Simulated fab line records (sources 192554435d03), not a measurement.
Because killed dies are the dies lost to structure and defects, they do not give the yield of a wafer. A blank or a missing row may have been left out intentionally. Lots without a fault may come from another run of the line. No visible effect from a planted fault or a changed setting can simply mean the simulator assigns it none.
Split-lot experiment    flow n5-finfet    on a route of 1938 steps: 7 lots, 21 wafers read

## THE SPLIT
At N5_PASSIVATION_PECVD_53 (deposits SiO2 from TEOS/O2, target thk 800 nm, time 169.4 s), the setting time-s was moved away from the recipe's 169.4 s on 9 of the 21 wafers read, by -13.5% to +8.0%. For the rest of the wafers, this setting stayed at what the recipe calls for.

The split's own step is where the reading is taken.

## THE READING
SiO2_of_PASSIVATION_PECVD_53.thk-nm (the simulator's own value, which no gauge read), in nm, at N5_PASSIVATION_PECVD_53 (deposits SiO2 from TEOS/O2, target thk 800 nm, time 169.4 s). There is no usual value for it anywhere in the file. The 12 wafers here that ran the recipe average 802.9 nm, standard deviation 11 nm.

wafer   tool, chamber at the split  time-s as run, s  against the recipe  SiO2_of_PASSIVATION_PECVD_53.thk-nm, nm  against lot-mates on the recipe
L079.1  pecvd-04, 2                 169.4             recipe              802                                      -
L079.3  pecvd-04, 1                 169.4             recipe              800                                      -
L079.5  pecvd-04, 0                 169.4             recipe              809.4                                    -
L082.2  pecvd-03, 1                 146.6             -13.5%              691.2                                    -120.8
L082.4  pecvd-03, 1                 146.6             -13.5%              705                                      -107.0
L082.5  pecvd-03, 2                 169.4             recipe              812                                      -
L087.1  pecvd-03, 1                 169.4             recipe              797                                      -
L087.3  pecvd-03, 0                 183               +8.0%               864.8                                    +67.8
L087.4  pecvd-03, 0                 183               +8.0%               883.2                                    +86.2
L091.3  pecvd-04, 1                 169.4             recipe              799                                      -
L091.4  pecvd-04, 2                 169.4             recipe              804.2                                    -
L091.5  pecvd-04, 1                 154.8             -8.6%               730                                      -71.6
L093.1  pecvd-02, 2                 176.1             +4.0%               827.2                                    +20.6
L093.2  pecvd-02, 1                 176.1             +4.0%               827                                      +20.4
L093.4  pecvd-02, 2                 169.4             recipe              806.6                                    -
L094.1  pecvd-02, 2                 169.4             recipe              776.8                                    -
L094.2  pecvd-02, 1                 169.4             recipe              790.4                                    -
L094.6  pecvd-02, 0                 178.5             +5.4%               845.2                                    +61.6
L096.2  pecvd-03, 1                 169.4             recipe              817.2                                    -
L096.4  pecvd-03, 0                 169.4             recipe              820                                      -
L096.5  pecvd-03, 2                 175.9             +3.8%               845.2                                    +26.6

THE FIT
A straight line over all 21 wafers: SiO2_of_PASSIVATION_PECVD_53.thk-nm changes by +8.08 nm for each +1% of time-s; r = +0.98; the points scatter about the line by 11 nm.
The same after taking each lot's own level away (the mean of its wafers on the recipe; 21 wafers): +8.61 nm for each +1%; r = +0.99; scatter 8 nm.
That fit puts the effect of the largest move of time-s on the reading at 1.2e+02 nm.
From 783.60 to 818.60 nm: that is the span of the lots' own levels, equal to 3.1 times the standard deviation above.
The two slopes are in agreement: the lot-to-lot level therefore moves the slope only a little.
Check: for one of the wafers moved furthest among these (-13.5%), held out of the fit, the line's prediction against its lot-mates is -113 nm. It came out at -121 nm against them.

## OTHER SPLITS APPLIED TO THESE WAFERS
Before the reading, these wafers also passed through other splits. Each is held against what the fit with the lots' levels taken away leaves over:
other split on the same wafers    wafers away from the commonest value  r with SiO2_of_PASSIVATION_PECVD_53.thk-nm (lot level and that fit taken away)
N5_BEOL_M15_SPUTTER_44 power-w    7                                     -0.04
N5_PASSIVATION_EXPOSE_07 dose-mj  7                                     +0.22

## THE WHOLE CHAIN: every reading that the file lists as answering this split, in the file's order
step                     what it does                                                 reading                                                                               change (the file's fit)                                                         r (the file's)
N5_PASSIVATION_PECVD_53  deposits SiO2 from TEOS/O2, target thk 800 nm, time 169.4 s  SiO2_of_PASSIVATION_PECVD_53.thk-nm (the simulator's own value, which no gauge read)  +8.66 nm for each +1% of the setting                                            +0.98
N5_PASSIVATION_PROBE_49                                                               killed-at-other                                                                       not straight: 2.5 at the lowest setting, 3.2 at the recipe, 311 at the highest  not given

## FILE'S OWN FIT
SiO2_of_PASSIVATION_PECVD_53.thk-nm changes by +8.66 nm for each +1% of time-s, r = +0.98.
